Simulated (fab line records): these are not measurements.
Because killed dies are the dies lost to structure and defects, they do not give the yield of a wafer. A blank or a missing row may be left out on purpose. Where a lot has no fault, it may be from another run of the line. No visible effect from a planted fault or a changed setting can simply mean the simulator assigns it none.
Which of the tools did it? || flow n5_finfet || 11 lots with 31 wafers sampled at 4 steps, on a route of 1938 steps

== WHAT THE GAUGES READ, wafer by wafer ==
No reading from a measuring or inspecting step in the record can be judged against a usual standard deviation.

== EACH LOT AND THE TOOL THAT RAN IT (in order: tool; ch and the chambers of the sampled wafers; start) ==
{"lot": "L712", "N5_HKMG_FIN_ETCH_31": "rie_diel-02 ch 0,2,3, day 4 18:53", "N5_HKMG_FIN_NWFM_ALD_20": "ald_metal-02 ch 0,2,3, day 4 21:06", "N5_HKMG_FIN_COAT_66": "litho_track-04 ch 0, day 4 21:29", "N5_HKMG_FIN_ALD_21": "ald_metal-04 ch 0,2, day 4 22:17"}
{"lot": "L713", "N5_HKMG_FIN_ETCH_31": "rie_diel-04 ch 0,1,2, day 5 02:19", "N5_HKMG_FIN_NWFM_ALD_20": "ald_metal-02 ch 0,2, day 5 04:14", "N5_HKMG_FIN_COAT_66": "litho_track-04 ch 0, day 5 04:37", "N5_HKMG_FIN_ALD_21": "ald_metal-03 ch 1,2,3, day 5 05:29"}
{"lot": "L717", "N5_HKMG_FIN_ETCH_31": "rie_diel-03 ch 0,2, day 5 22:02", "N5_HKMG_FIN_NWFM_ALD_20": "ald_metal-03 ch 0,2, day 6 00:04", "N5_HKMG_FIN_COAT_66": "litho_track-04 ch 0, day 6 00:27", "N5_HKMG_FIN_ALD_21": "ald_metal-02 ch 0,3, day 6 01:16"}
{"lot": "L720", "N5_HKMG_FIN_ETCH_31": "rie_diel-02 ch 2,3, day 6 15:41", "N5_HKMG_FIN_NWFM_ALD_20": "ald_metal-03 ch 2,3, day 6 17:36", "N5_HKMG_FIN_COAT_66": "litho_track-04 ch 0, day 6 17:58", "N5_HKMG_FIN_ALD_21": "ald_metal-04 ch 0,3, day 6 18:47"}
{"lot": "L726", "N5_HKMG_FIN_ETCH_31": "rie_diel-04 ch 0,1,3, day 8 03:55", "N5_HKMG_FIN_NWFM_ALD_20": "ald_metal-02 ch 0,1,3, day 8 05:50", "N5_HKMG_FIN_COAT_66": "litho_track-01 ch 0, day 8 06:13", "N5_HKMG_FIN_ALD_21": "ald_metal-02 ch 0,1,3, day 8 07:02"}
{"lot": "L727", "N5_HKMG_FIN_ETCH_31": "rie_diel-02 ch 0,1, day 8 06:29", "N5_HKMG_FIN_NWFM_ALD_20": "ald_metal-04 ch 0,2,3, day 8 08:25", "N5_HKMG_FIN_COAT_66": "litho_track-01 ch 0, day 8 08:47", "N5_HKMG_FIN_ALD_21": "ald_metal-04 ch 0,3, day 8 09:55"}
{"lot": "L728", "N5_HKMG_FIN_ETCH_31": "rie_diel-04 ch 0,2, day 8 17:26", "N5_HKMG_FIN_NWFM_ALD_20": "ald_metal-04 ch 0,1,2, day 8 19:21", "N5_HKMG_FIN_COAT_66": "litho_track-03 ch 0, day 8 19:43", "N5_HKMG_FIN_ALD_21": "ald_metal-03 ch 0,1,2, day 8 20:35"}
{"lot": "L729", "N5_HKMG_FIN_ETCH_31": "rie_diel-04 ch 0,2,3, day 8 19:38", "N5_HKMG_FIN_NWFM_ALD_20": "ald_metal-02 ch 0,1,3, day 8 21:34", "N5_HKMG_FIN_COAT_66": "litho_track-04 ch 0, day 8 21:56", "N5_HKMG_FIN_ALD_21": "ald_metal-02 ch 0,1,3, day 8 22:52"}
{"lot": "L731", "N5_HKMG_FIN_ETCH_31": "rie_diel-02 ch 0,2,3, day 9 11:23", "N5_HKMG_FIN_NWFM_ALD_20": "ald_metal-04 ch 0,1,3, day 9 13:23", "N5_HKMG_FIN_COAT_66": "litho_track-04 ch 0, day 9 13:46", "N5_HKMG_FIN_ALD_21": "ald_metal-03 ch 1,3, day 9 14:35"}
{"lot": "L732", "N5_HKMG_FIN_ETCH_31": "rie_diel-02 ch 0,2, day 9 16:51", "N5_HKMG_FIN_NWFM_ALD_20": "ald_metal-03 ch 0,1,2, day 9 18:51", "N5_HKMG_FIN_COAT_66": "litho_track-03 ch 0, day 9 19:14", "N5_HKMG_FIN_ALD_21": "ald_metal-04 ch 2,3, day 9 20:13"}
{"lot": "L733", "N5_HKMG_FIN_ETCH_31": "rie_diel-02 ch 0,3, day 9 21:58", "N5_HKMG_FIN_NWFM_ALD_20": "ald_metal-02 ch 1,2,3, day 9 23:53", "N5_HKMG_FIN_COAT_66": "litho_track-03 ch 0, day 10 00:16", "N5_HKMG_FIN_ALD_21": "ald_metal-02 ch 1,3, day 10 01:06"}
- N5_HKMG_FIN_ETCH_31: etches SiARC in CF4, target depth 45.5 nm, time 75.8 s.
- N5_HKMG_FIN_NWFM_ALD_20: deposits TiAlC, target thk 2 nm, pulse time 3 s, purge time 2 s.
- N5_HKMG_FIN_COAT_66: time 60 s, resist thk 300 nm.
- N5_HKMG_FIN_ALD_21: deposits TiN, target thk 1.5 nm, pulse time 1 s, purge time 3 s.

== WHAT THE TOOLS THEMSELVES READ (means of the sampled wafers that have a number; where no wafer has one, the mark that the record gives instead) ==
N5_HKMG_FIN_ETCH_31. Usual: for drypump_motor_current_A, 6.02 A with a standard deviation of 0.22; for etch_rf_on_time_s, 75.6 s with a standard deviation of 2.3; for mfc_ar_sccm, 100.03 sccm with a standard deviation of 0.29; for oes_product_au, 0.66 a.u. with a standard deviation of 0.059; for rf_vpp_V, 183.4 V with a standard deviation of 1.2; for showerhead_plenum_p_Torr, 2.10 Torr with a standard deviation of 0.054; for throttle_valve_pct, 15.67 % with a standard deviation of 0.23.
{"lot": "L712", "tool": "rie_diel-02", "drypump_motor_current_A (A)": 6.18, "etch_rf_on_time_s (s)": 75.2, "mfc_ar_sccm (sccm)": 100.24, "oes_product_au (a.u.)": 0.69, "rf_vpp_V (V)": 184.9, "showerhead_plenum_p_Torr (Torr)": 2.12, "throttle_valve_pct (%)": 15.48, "flag": ""}
{"lot": "L713", "tool": "rie_diel-04", "drypump_motor_current_A (A)": 5.94, "etch_rf_on_time_s (s)": 73.8, "mfc_ar_sccm (sccm)": 100.22, "oes_product_au (a.u.)": 0.64, "rf_vpp_V (V)": 182.7, "showerhead_plenum_p_Torr (Torr)": 2.09, "throttle_valve_pct (%)": 15.81, "flag": ""}
{"lot": "L717", "tool": "rie_diel-03", "drypump_motor_current_A (A)": 5.77, "etch_rf_on_time_s (s)": 77.7, "mfc_ar_sccm (sccm)": 99.90, "oes_product_au (a.u.)": 0.66, "rf_vpp_V (V)": 185.2, "showerhead_plenum_p_Torr (Torr)": 2.10, "throttle_valve_pct (%)": 15.68, "flag": ""}
{"lot": "L720", "tool": "rie_diel-02", "drypump_motor_current_A (A)": 6.14, "etch_rf_on_time_s (s)": 72.3, "mfc_ar_sccm (sccm)": 99.81, "oes_product_au (a.u.)": 0.75, "rf_vpp_V (V)": 183.7, "showerhead_plenum_p_Torr (Torr)": 2.13, "throttle_valve_pct (%)": 15.30, "flag": ""}
{"lot": "L726", "tool": "rie_diel-04", "drypump_motor_current_A (A)": 6.06, "etch_rf_on_time_s (s)": 74.4, "mfc_ar_sccm (sccm)": 100.06, "oes_product_au (a.u.)": 0.64, "rf_vpp_V (V)": 182.7, "showerhead_plenum_p_Torr (Torr)": 2.06, "throttle_valve_pct (%)": 15.74, "flag": ""}
{"lot": "L727", "tool": "rie_diel-02", "drypump_motor_current_A (A)": 6.29, "etch_rf_on_time_s (s)": 75.7, "mfc_ar_sccm (sccm)": 100.32, "oes_product_au (a.u.)": 0.76, "rf_vpp_V (V)": 183.7, "showerhead_plenum_p_Torr (Torr)": 2.16, "throttle_valve_pct (%)": 15.44, "flag": ""}
{"lot": "L728", "tool": "rie_diel-04", "drypump_motor_current_A (A)": 5.86, "etch_rf_on_time_s (s)": 75.5, "mfc_ar_sccm (sccm)": 99.81, "oes_product_au (a.u.)": 0.60, "rf_vpp_V (V)": 183.2, "showerhead_plenum_p_Torr (Torr)": 2.09, "throttle_valve_pct (%)": 15.96, "flag": ""}
{"lot": "L729", "tool": "rie_diel-04", "drypump_motor_current_A (A)": 5.96, "etch_rf_on_time_s (s)": 76.7, "mfc_ar_sccm (sccm)": 100.14, "oes_product_au (a.u.)": 0.62, "rf_vpp_V (V)": 182.1, "showerhead_plenum_p_Torr (Torr)": 2.08, "throttle_valve_pct (%)": 15.84, "flag": ""}
{"lot": "L731", "tool": "rie_diel-02", "drypump_motor_current_A (A)": 6.17, "etch_rf_on_time_s (s)": 74.5, "mfc_ar_sccm (sccm)": 99.97, "oes_product_au (a.u.)": 0.71, "rf_vpp_V (V)": 183.5, "showerhead_plenum_p_Torr (Torr)": 2.11, "throttle_valve_pct (%)": 15.40, "flag": ""}
{"lot": "L732", "tool": "rie_diel-02", "drypump_motor_current_A (A)": 6.25, "etch_rf_on_time_s (s)": 75.8, "mfc_ar_sccm (sccm)": 100.10, "oes_product_au (a.u.)": 0.68, "rf_vpp_V (V)": 183.3, "showerhead_plenum_p_Torr (Torr)": 2.08, "throttle_valve_pct (%)": 15.53, "flag": ""}
{"lot": "L733", "tool": "rie_diel-02", "drypump_motor_current_A (A)": 6.17, "etch_rf_on_time_s (s)": 74.8, "mfc_ar_sccm (sccm)": 100.11, "oes_product_au (a.u.)": 0.74, "rf_vpp_V (V)": 184.6, "showerhead_plenum_p_Torr (Torr)": 2.15, "throttle_valve_pct (%)": 15.30, "flag": ""}

N5_HKMG_FIN_NWFM_ALD_20. Usual: heater_power_w 482 W, standard deviation 58; precursor_pulse_height_rel 0.998, standard deviation 0.019; susceptor_temp_C 299.99 C, standard deviation 0.21.
{"lot": "L712", "tool": "ald_metal-02", "heater_power_w (W)": 501, "precursor_pulse_height_rel": 1.009, "susceptor_temp_C (C)": 299.94, "flag": ""}
{"lot": "L713", "tool": "ald_metal-02", "heater_power_w (W)": 505, "precursor_pulse_height_rel": 0.995, "susceptor_temp_C (C)": 299.93, "flag": ""}
{"lot": "L717", "tool": "ald_metal-03", "heater_power_w (W)": 562, "precursor_pulse_height_rel": 1.008, "susceptor_temp_C (C)": 299.97, "flag": ""}
{"lot": "L720", "tool": "ald_metal-03", "heater_power_w (W)": 550, "precursor_pulse_height_rel": 1.003, "susceptor_temp_C (C)": 299.99, "flag": ""}
{"lot": "L726", "tool": "ald_metal-02", "heater_power_w (W)": 486, "precursor_pulse_height_rel": 0.989, "susceptor_temp_C (C)": 300.09, "flag": ""}
{"lot": "L727", "tool": "ald_metal-04", "heater_power_w (W)": 484, "precursor_pulse_height_rel": 0.993, "susceptor_temp_C (C)": 300.12, "flag": ""}
{"lot": "L728", "tool": "ald_metal-04", "heater_power_w (W)": 440, "precursor_pulse_height_rel": 1.010, "susceptor_temp_C (C)": 300.09, "flag": ""}
{"lot": "L729", "tool": "ald_metal-02", "heater_power_w (W)": 492, "precursor_pulse_height_rel": 0.991, "susceptor_temp_C (C)": 299.97, "flag": ""}
{"lot": "L731", "tool": "ald_metal-04", "heater_power_w (W)": 447, "precursor_pulse_height_rel": 0.989, "susceptor_temp_C (C)": 299.97, "flag": ""}
{"lot": "L732", "tool": "ald_metal-03", "heater_power_w (W)": 508, "precursor_pulse_height_rel": 1.023, "susceptor_temp_C (C)": 300.04, "flag": ""}
{"lot": "L733", "tool": "ald_metal-02", "heater_power_w (W)": 471, "precursor_pulse_height_rel": 1.005, "susceptor_temp_C (C)": 299.84, "flag": ""}

N5_HKMG_FIN_COAT_66. Usual: exhaust_pa 44.9 Pa, standard deviation 0.91; heater_power_total_W 500.5 W, standard deviation 1.9; run_length_s 66.26 s, standard deviation 0.26.
{"lot": "L712", "tool": "litho_track-04", "exhaust_pa (Pa)": 44.3, "heater_power_total_W (W)": 502.0, "run_length_s (s)": 66.46, "flag": ""}
{"lot": "L713", "tool": "litho_track-04", "exhaust_pa (Pa)": 45.7, "heater_power_total_W (W)": 514.0, "run_length_s (s)": 64.08, "flag": "OFF"}
{"lot": "L717", "tool": "litho_track-04", "exhaust_pa (Pa)": 43.5, "heater_power_total_W (W)": 517.5, "run_length_s (s)": 63.09, "flag": "OFF"}
{"lot": "L720", "tool": "litho_track-04", "exhaust_pa (Pa)": 44.7, "heater_power_total_W (W)": 517.6, "run_length_s (s)": 62.97, "flag": "OFF"}
{"lot": "L726", "tool": "litho_track-01", "exhaust_pa (Pa)": 43.9, "heater_power_total_W (W)": 499.8, "run_length_s (s)": 66.22, "flag": ""}
{"lot": "L727", "tool": "litho_track-01", "exhaust_pa (Pa)": 46.2, "heater_power_total_W (W)": 499.4, "run_length_s (s)": 66.16, "flag": ""}
{"lot": "L728", "tool": "litho_track-03", "exhaust_pa (Pa)": 44.2, "heater_power_total_W (W)": 501.8, "run_length_s (s)": 65.87, "flag": ""}
{"lot": "L729", "tool": "litho_track-04", "exhaust_pa (Pa)": 46.1, "heater_power_total_W (W)": 499.9, "run_length_s (s)": 66.43, "flag": ""}
{"lot": "L731", "tool": "litho_track-04", "exhaust_pa (Pa)": 45.2, "heater_power_total_W (W)": 501.8, "run_length_s (s)": 66.52, "flag": ""}
{"lot": "L732", "tool": "litho_track-03", "exhaust_pa (Pa)": 44.5, "heater_power_total_W (W)": 501.0, "run_length_s (s)": 65.81, "flag": ""}
{"lot": "L733", "tool": "litho_track-03", "exhaust_pa (Pa)": 44.9, "heater_power_total_W (W)": 501.1, "run_length_s (s)": 65.94, "flag": ""}

N5_HKMG_FIN_ALD_21. Usual: heater_power_w 868 W, standard deviation 94; precursor_pulse_height_rel 0.999, standard deviation 0.019; susceptor_temp_C 399.98 C, standard deviation 0.22.
{"lot": "L712", "tool": "ald_metal-04", "heater_power_w (W)": 841, "precursor_pulse_height_rel": 1.014, "susceptor_temp_C (C)": 400.05, "flag": ""}
{"lot": "L713", "tool": "ald_metal-03", "heater_power_w (W)": 884, "precursor_pulse_height_rel": 0.997, "susceptor_temp_C (C)": 400.13, "flag": ""}
{"lot": "L717", "tool": "ald_metal-02", "heater_power_w (W)": 896, "precursor_pulse_height_rel": 0.973, "susceptor_temp_C (C)": 399.89, "flag": ""}
{"lot": "L720", "tool": "ald_metal-04", "heater_power_w (W)": 859, "precursor_pulse_height_rel": 1.014, "susceptor_temp_C (C)": 400.04, "flag": ""}
{"lot": "L726", "tool": "ald_metal-02", "heater_power_w (W)": 879, "precursor_pulse_height_rel": 1.005, "susceptor_temp_C (C)": 400.10, "flag": ""}
{"lot": "L727", "tool": "ald_metal-04", "heater_power_w (W)": 873, "precursor_pulse_height_rel": 0.995, "susceptor_temp_C (C)": 400.08, "flag": ""}
{"lot": "L728", "tool": "ald_metal-03", "heater_power_w (W)": 913, "precursor_pulse_height_rel": 1.005, "susceptor_temp_C (C)": 400.13, "flag": ""}
{"lot": "L729", "tool": "ald_metal-02", "heater_power_w (W)": 877, "precursor_pulse_height_rel": 0.985, "susceptor_temp_C (C)": 399.87, "flag": ""}
{"lot": "L731", "tool": "ald_metal-03", "heater_power_w (W)": 750, "precursor_pulse_height_rel": 1.003, "susceptor_temp_C (C)": 399.94, "flag": ""}
{"lot": "L732", "tool": "ald_metal-04", "heater_power_w (W)": 904, "precursor_pulse_height_rel": 0.995, "susceptor_temp_C (C)": 399.93, "flag": ""}
{"lot": "L733", "tool": "ald_metal-02", "heater_power_w (W)": 822, "precursor_pulse_height_rel": 0.997, "susceptor_temp_C (C)": 400.17, "flag": ""}

== THE ANSWER, worked out from the rows above alone ==
Rule: a lot is off if the mean of its wafers that have a number lies more than 3 standard deviations from the usual mean. A lot without any number at a reading at which 4 lots or more have one is off too. The other lots that the step has rows for count as sound. First the gauges in route order, then the tools' own readings, where a lot's mean is used as printed above. At the first step where some lot is off, the reading lying furthest off is the one used; lots without a number count as furthest.
Off: L713, L717, L720, at N5_HKMG_FIN_COAT_66 (run_length_s).
A tool fits if, at that step or a process step before it, it ran every lot that is off, and no sound lot after the first of them. No candidate that was tried fits.

== WHAT THE SIMULATOR HAD INSERTED ==
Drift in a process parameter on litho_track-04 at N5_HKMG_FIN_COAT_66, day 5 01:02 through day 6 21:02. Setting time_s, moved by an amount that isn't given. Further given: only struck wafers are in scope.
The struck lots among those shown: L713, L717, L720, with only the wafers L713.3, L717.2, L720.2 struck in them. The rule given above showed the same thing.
